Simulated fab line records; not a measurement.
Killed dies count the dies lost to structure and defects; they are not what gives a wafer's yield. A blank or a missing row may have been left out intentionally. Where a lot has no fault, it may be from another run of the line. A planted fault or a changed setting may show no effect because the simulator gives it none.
fab line records	flow n5_finfet
[record] lots = 6	wafers = 17	last_day = 19
route steps=1938 shown BEOL_M11@1582 PASSIVATION@1936
lots that met no fault: from a run of the same line without faults
start_h: hours from the record's first day to the start of the lot's first wafer shown	wait_h: hours from the lot's prior step to this one	" the same as in the row above	L1.1+2: several wafers, shown together as one row	- no value, or no start was given	* or withheld: withheld	< > ~ a bound
route shown NAME@n: a module of which the file shows steps, and the number in the route of the first	usual: mean/standard deviation taken from wafers without a fault	same: alike in all rows	chamber/n: place in a boat	sites: per-site readings	_std_site: the values' standard deviation	_edge_site: inner sites' mean taken away from outer sites' mean	radius_mm: how far each site lies from the wafer's centre	mask NAME#n: copy n	behind: the most recent tool/chamber to have shaped the wafer	hold: why the lot was held/for how many hours/how that ended	device: which transistor (n, p or np) failed to switch	end of line: tests run on the same wafers once the route is complete	for a step that has no rows: nothing shown but its recipe	killed: at the first sort, the dies lost to defects and structure; wafer yield is something else	map: a wafer's dies, x killed, . not, _ none there
set.NAME: the setting the step ran with; set.NAME@STEP: the setting that earlier step ran with	model.NAME: the simulator's own value behind a step, which no gauge read
a table for each step, a row for each wafer; lots at some steps of the route
services: a tool's chamber out of use, with start hour (start_h, from the record's first day; less than 0 if before it), hours out, and reason
[[steps]]
[step N5_BEOL_M11_HM_STRIP_39]
[recipe] chemistry = peroxide_tin_strip	material = TiN	target_depth_a = 250	temp_c = 50	time_s = 158
[step N5_BEOL_M11_SRD_40]
[recipe] time_s = 30	temp_c = 23	rinse_liquid = diw	dry = ipa_marangoni
[step N5_BEOL_M11_PRECLEAN_42]
[recipe] chemistry = residue_remover	time_s = 60	temp_c = 40
[step N5_BEOL_M11_SRD_43]
[recipe] time_s = 30	temp_c = 23	rinse_liquid = diw	dry = ipa_marangoni
[step N5_BEOL_M11_CD_MEAS_35]
[recipe] target_cd_nm = 70	polarity = opening
[usual] cd_nm = 69.8/1.1
lot.wafer	tool	chamber	start_h	wait_h	cd_nm
L724.1	cd_sem-03	-	245.27	0.0	69.9
L724.2	"	-	"	"	69.2
L724.5	"	-	"	"	70.0
L727.1	cd_sem-03	-	298.22	0.0	70.3
L727.4	"	-	"	"	70.0
L727.5	"	-	"	"	69.6
L733.1	cd_sem-02	-	335.94	0.0	70.1
L733.3	"	-	"	"	67.4
L733.5	"	-	"	"	69.2
L737.3	cd_sem-02	-	345.53	0.0	71.0
L737.5	"	-	"	"	72.1
L737.6	"	-	"	"	71.1
L745.1	cd_sem-03	-	411.23	0.0	69.8
L745.2	"	-	"	"	70.3
L745.4	"	-	"	"	70.4
L746.2	cd_sem-01	-	415.53	0.0	70.9
L746.6	"	-	"	"	70.2
[step N5_BEOL_M11_CURE_72]
[recipe] temp_c = 370	time_s = 120	ambient = DMADMS/He	material = SiCOH_lowk
[usual] lamp_power_pct = 52.32/0.06	wafer_temp_C_max = 372.0/0.55
lot.wafer	tool	chamber	start_h	wait_h	lamp_power_pct	wafer_temp_C_max
L724.1	uv_cure-01	1	245.58	0.3	52.24	371.8
L724.2	"	1	"	"	52.32	371.4
L724.5	"	1	"	"	52.31	371.9
L727.1	uv_cure-03	2	298.26	0.0	52.23	372.4
L727.4	"	2	"	"	52.33	372.2
L727.5	"	2	"	"	52.40	372.7
L733.1	uv_cure-02	0	335.99	0.0	52.31	371.2
L733.3	"	0	"	"	52.32	371.4
L733.5	"	0	"	"	52.22	372.2
L737.3	uv_cure-03	1	345.67	0.1	52.25	372.2
L737.5	"	1	"	"	52.31	371.7
L737.6	"	1	"	"	52.29	372.1
L745.1	uv_cure-02	2	411.27	0.0	52.37	372.8
L745.2	"	2	"	"	52.39	371.6
L745.4	"	2	"	"	52.45	371.8
L746.2	uv_cure-01	1	415.83	0.3	52.36	371.5
L746.6	"	1	"	"	52.26	371.9
[step N5_BEOL_M11_DEGAS_44]
[recipe] ambient = vacuum	temp_c = 250	time_s = 60
[usual] heater_power_w = 345/35
lot.wafer	tool	chamber	start_h	wait_h	heater_power_w
L724.1	pvd_sputter-03	-	245.94	0.3	297
L724.2	"	-	"	"	335
L724.5	"	-	"	"	348
L727.1	pvd_sputter-02	-	298.58	0.3	293
L727.4	"	-	"	"	316
L727.5	"	-	"	"	379
L733.1	pvd_sputter-03	-	336.62	0.5	339
L733.3	"	-	"	"	339
L733.5	"	-	"	"	309
L737.3	pvd_sputter-02	-	347.07	1.4	305
L737.5	"	-	"	"	320
L737.6	"	-	"	"	299
L745.1	pvd_sputter-01	-	411.88	0.6	339
L745.2	"	-	"	"	425
L745.4	"	-	"	"	365
L746.2	pvd_sputter-02	-	416.48	0.6	298
L746.6	"	-	"	"	300
[step N5_BEOL_M11_PRE_CLEAN_45]
[recipe] gas = H2/He	time_s = 30	temp_c = 250
[usual] heater_power_w = 345/35
lot.wafer	tool	chamber	start_h	wait_h	heater_power_w
L724.1	pvd_sputter-03	-	245.98	0.0	312
L724.2	"	-	"	"	338
L724.5	"	-	"	"	343
L727.1	pvd_sputter-02	-	298.62	0.0	308
L727.4	"	-	"	"	310
L727.5	"	-	"	"	375
L733.1	pvd_sputter-03	-	336.66	0.0	338
L733.3	"	-	"	"	338
L733.5	"	-	"	"	309
L737.3	pvd_sputter-02	-	347.11	0.0	307
L737.5	"	-	"	"	311
L737.6	"	-	"	"	298
L745.1	pvd_sputter-01	-	411.92	0.0	349
L745.2	"	-	"	"	438
L745.4	"	-	"	"	361
L746.2	pvd_sputter-02	-	416.52	0.0	304
L746.6	"	-	"	"	296
[step N5_BEOL_M11_ALD_74]
[recipe] material = TaN	target_thk_a = 20	temp_c = 275	ald_precursor_family = PDMAT	ald_co_reactant = NH3	pressure_torr = 3	carrier_flow_sccm = 1500	pulse_time_s = 2	purge_time_s = 3	co_reactant_purge_time_s = 2	co_reactant_pulse_time_s = 3	ald_cycles = 40	precursor_vessel_temp_c = 75	precursor_vessel_pressure_torr = 26.25	precursor_vessel_carrier_sccm = 1000
[usual] heater_power_w = 401/28
lot.wafer	tool	chamber	start_h	wait_h	heater_power_w
L724.1	ald_metal-04	2	246.06	0.1	412
L724.2	"	0	"	"	396
L724.5	"	3	"	"	431
L727.1	ald_metal-04	2	298.68	0.0	415
L727.4	"	0	"	"	404
L727.5	"	3	"	"	427
L733.1	ald_metal-02	3	336.79	0.1	380
L733.3	"	2	"	"	409
L733.5	"	2	"	"	412
L737.3	ald_metal-03	1	347.19	0.1	453
L737.5	"	0	"	"	425
L737.6	"	1	"	"	466
L745.1	ald_metal-02	0	411.98	0.0	402
L745.2	"	3	"	"	389
L745.4	"	2	"	"	413
L746.2	ald_metal-02	0	416.60	0.1	405
L746.6	"	2	"	"	409
[step N5_BEOL_M11_SURFACE_TREAT_76]
[recipe] gas = Ar	time_s = *	ion_energy_ev = *	ion_current_ma_cm2 = 0.5	pressure_mtorr = *	ar_flow_sccm = 30
[step N5_BEOL_M11_CVD_75]
[recipe] material = Co	target_thk_a = 20	temp_c = withheld	precursor = CCTBA/H2	pressure_torr = 30	time_s = 138.9
[step N5_BEOL_M11_SPUTTER_48]
[recipe] material = Cu	target_thk_a = 120	temp_c = -20	bias_v = 60	power_w = 26000	chamber_pressure_pa = 0.13	time_s = 2
[usual] bias_v = 60.0/0.6	chuck_gas_flow_sccm = 1.25/0.055	throttle_valve_pct = 29.9/1.3
lot.wafer	tool	chamber	start_h	wait_h	bias_v	chuck_gas_flow_sccm	throttle_valve_pct
L724.1	pvd_sputter-03	-	247.90	0.5	60.8	1.26	29.6
L724.2	"	-	"	"	60.4	1.34	29.1
L724.5	"	-	"	"	59.6	1.27	29.6
L727.1	pvd_sputter-03	-	299.28	0.1	60.1	1.25	28.1
L727.4	"	-	"	"	60.0	1.36	29.9
L727.5	"	-	"	"	60.2	1.30	27.9
L733.1	pvd_sputter-03	-	337.66	0.2	59.6	1.22	28.0
L733.3	"	-	"	"	59.8	1.31	28.9
L733.5	"	-	"	"	60.2	1.29	29.0
L737.3	pvd_sputter-01	-	347.79	0.1	59.9	1.28	31.0
L737.5	"	-	"	"	59.2	1.14	30.6
L737.6	"	-	"	"	59.4	1.22	28.4
L745.1	pvd_sputter-01	-	412.53	0.1	59.4	1.21	30.4
L745.2	"	-	"	"	59.4	1.24	31.2
L745.4	"	-	"	"	60.4	1.27	32.8
L746.2	pvd_sputter-02	-	417.18	0.1	59.1	1.28	31.6
L746.6	"	-	"	"	59.4	1.25	31.4
[step N5_BEOL_M11_ECD_50]
[recipe] material = Cu	target_thk_a = 3180
lot.wafer	tool	chamber	start_h	wait_h	model.Cu_of_BEOL_M11_ECD_50.thk_nm
L724.1	ecd_cu-02	1	248.01	0.1	323.6
L724.2	"	0	"	"	319.4
L724.5	"	0	"	"	319.2
L727.1	ecd_cu-02	0	299.40	0.1	319.6
L727.4	"	1	"	"	321.2
L727.5	"	1	"	"	319.2
L733.1	ecd_cu-01	1	337.78	0.1	315.6
L733.3	"	1	"	"	312.6
L733.5	"	1	"	"	485.2
L737.3	ecd_cu-01	0	347.93	0.1	317.4
L737.5	"	1	"	"	491
L737.6	"	0	"	"	317.2
L745.1	ecd_cu-02	0	412.65	0.1	321.8
L745.2	"	1	"	"	317.8
L745.4	"	0	"	"	317.4
L746.2	ecd_cu-02	0	417.34	0.1	318.4
L746.6	"	0	"	"	317
[step N5_BEOL_M11_ANNEAL_51]
[recipe] temp_c = 225	time_s = 90	ambient = N2
[step N5_BEOL_M11_CMP_52]
[recipe] stop_on = SiCOH_lowk	t_overpolish_s = 7	down_force_psi = 1	platen_rpm = 50	clearing_platen_down_force_psi = 1.5	clearing_platen_rpm = 50	post_cmp_clean = cu_alkaline	target_thk_nm = 140	clearing_platen_pad_velocity_m_s = 0.99484	pad_velocity_m_s = 0.99484
[usual] clearing_platen_rpm = 49.997/0.023	motor_current_A = 6.2/0.52	pad_life_wafers = 1170/360	time_to_endpoint_s = 65/3.7
lot.wafer	tool	chamber	start_h	wait_h	clearing_platen_rpm	motor_current_A	pad_life_wafers	time_to_endpoint_s
L724.1	cmp-04	0	248.77	0.3	49.970	6.0	870	65
L724.2	"	2	"	"	49.963	6.3	872	65
L724.5	"	0	"	"	49.997	6.0	-	63
L727.1	cmp-04	0	299.84	0.3	49.976	6.1	1165	64
L727.4	"	1	"	"	50.003	6.2	1166	67
L727.5	"	3	"	"	50.030	6.0	-	62
L733.3	cmp-03	2	338.24	0.2	50.008	5.2	882	69
L733.1	"	0	"	"	50.008	6.4	884	64
L733.5	"	3	"	"	49.985	5.8	-	102
L737.3	cmp-04	1	348.50	0.2	49.990	6.6	1597	63
L737.6	"	0	"	"	50.011	6.3	-	63
L737.5	"	1	"	"	49.995	6.5	-	101
L745.4	cmp-03	3	413.36	0.2	50.021	5.7	1482	65
L745.1	"	0	"	"	50.007	6.6	1483	60
L745.2	"	2	"	"	50.015	4.9	1485	67
L746.2	cmp-03	3	417.99	0.3	50.031	5.8	1525	65
L746.6	"	2	"	"	50.000	5.2	-	66
[step N5_BEOL_M11_THK_MEAS_53]
[recipe] thk_meas_gauge = xrf	reads = Cu_of_BEOL_M11_ECD_50
[usual] M11_THK = 136/3.8
lot.wafer	tool	chamber	start_h	wait_h	M11_THK[nm]
L724.1	film_metro-01	-	249.07	-	138
L724.2	"	-	"	"	136
L724.5	"	-	"	"	136
L727.1	film_metro-01	-	300.10	-	136
L727.4	"	-	"	"	134
L727.5	"	-	"	"	133
L733.1	film_metro-01	-	338.53	-	139
L733.3	"	-	"	"	132
L733.5	"	-	"	"	140
L737.3	film_metro-01	-	348.76	-	136
L737.5	"	-	"	"	138
L737.6	"	-	"	"	140
L745.1	film_metro-01	-	413.65	-	138
L745.2	"	-	"	"	133
L745.4	"	-	"	"	141
L746.2	film_metro-01	-	418.24	-	133
L746.6	"	-	"	"	136
[step N5_PASSIVATION_PROBE_49]
[usual] defect_limited_yield = 91.2/1.4	killed_at_M0_to_M3 = 34/9.3	killed_at_M4_up = 14/5.9	killed_at_contacts = 14/5.7	killed_at_front_end = 38/10	killed_at_other = 4/3.2	killed_dies = 104/17	killed_open = 67/13	killed_short = 33/6.9	sort_bin_5_function = 5.2/1	sort_bin_6_memory = 3.3/0.61	sort_bin_8_speed = 0.3/1.8	sort_n_pass = 1069/52	sort_yield_pct = 91/4.4
[same] gross_dies = 1180	killed_at_back_side = 0	sort_bin_4_leakage[%] = 0
lot.wafer	tool	chamber	start_h	wait_h	defect_limited_yield[%]	killed_at_M0_to_M3	killed_at_M4_up	killed_at_contacts	killed_at_front_end	killed_at_other	killed_dies	killed_open	killed_short	sort_bin_5_function[%]	sort_bin_6_memory[%]	sort_bin_8_speed[%]	sort_n_pass	sort_yield_pct[%]
L733.1	prober-01	-	376.23	0.0	89.1	49	31	12	34	3	129	92	33	7.3	3.5	0	1051	89
L733.3	prober-01	-	376.33	0.1	90.4	31	32	14	36	0	113	83	24	5.5	3.9	0	1067	90
L733.5	prober-01	-	376.43	0.2	91.6	22	15	11	47	4	99	66	22	5.3	3.1	0	1081	92
// killed by level:class
L733.1 BEOL_M2:geometric_particle:open=22 BEOL_M4:geometric_particle:open=16 BEOL_M0_SAQP:geometric_particle:open=13 ILD0:geometric_particle:open=8 MOL_CONTACT_COAG:geometric_particle:open=7 BEOL_M0_SAQP:geometric_particle:short=6 BEOL_M2:geometric_particle:short=6 FIN_SAQP:geometric_particle:open=5
L733.3 BEOL_M4:geometric_particle:open=16 BEOL_M2:geometric_particle:open=16 STI_FIN_REVEAL:geometric_particle:open=8 DUMMY_GATE:geometric_particle:open=7 MOL_CONTACT_COAG:geometric_particle:open=7 FIN_SAQP:geometric_particle:open=6 MOL_CONTACT_COAG:geometric_particle:short=5 ILD0:geometric_particle:short=4
L733.5 FIN_SAQP:geometric_particle:open=23 BEOL_M2:geometric_particle:open=11 MOL_CONTACT_COAG:geometric_particle:open=8 FIN_SAQP:geometric_particle:short=7 GATE_CUT:geometric_particle:short=4 BEOL_M3:geometric_particle:open=4 BEOL_M4:geometric_particle:open=4 STI_FIN_REVEAL:geometric_particle:open=3
[[services]]
tool	chamber	start_h	hours	kind
cmp-04	-	222.93	2.0	repair
cmp-03	-	227.34	4.0	pm
ecd_cu-01	-	238.65	1.8	repair
cmp-03	-	239.45	0.9	repair
uv_cure-03	-	242.79	2.1	pm
ald_metal-02	-	243.96	2.8	pm
ecd_cu-01	-	245.44	1.3	repair
ald_metal-02	2	251.30	1.7	repair
ecd_cu-02	-	263.95	1.4	repair
cmp-04	-	274.33	6.9	pm
ald_metal-04	1	297.45	3.5	repair
ecd_cu-01	-	304.75	2.1	repair
uv_cure-03	-	331.72	6.1	repair
ald_metal-02	-	337.39	14.0	pm
uv_cure-02	-	352.21	2.4	repair
uv_cure-01	-	352.35	2.4	repair
uv_cure-03	-	359.77	7.5	pm
cmp-04	-	398.73	4.0	pm
ald_metal-04	-	400.94	2.8	pm
cmp-03	-	402.42	5.8	repair
uv_cure-03	-	404.33	13.6	repair
ecd_cu-02	-	407.81	0.9	repair
cmp-04	-	412.49	6.0	pm
ecd_cu-01	-	413.18	6.0	repair
[[key]]
[first_sign] step = N5_BEOL_M11_CMP_52	reading = time_to_endpoint_s	direction = up	sigmas = 9.9	usual = *	struck = *
effect none on later readings
[model_effect] step = N5_BEOL_M11_ECD_50	value = Cu_of_BEOL_M11_ECD_50.thk_nm	without = 314.5	struck = 488.1
met_at N5_BEOL_M11_ECD_50
struck_wafers L733.5,L737.5
[fault] kind = process_parameter_drift	tool = ecd_cu-01	chamber = -	onset_h = 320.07	steps = N5_BEOL_M11_ECD_50	channel = target_thk_a	offset = *	shape = step	end_h = 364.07	scope = struck_wafers_only	acts_in = *	stated = *
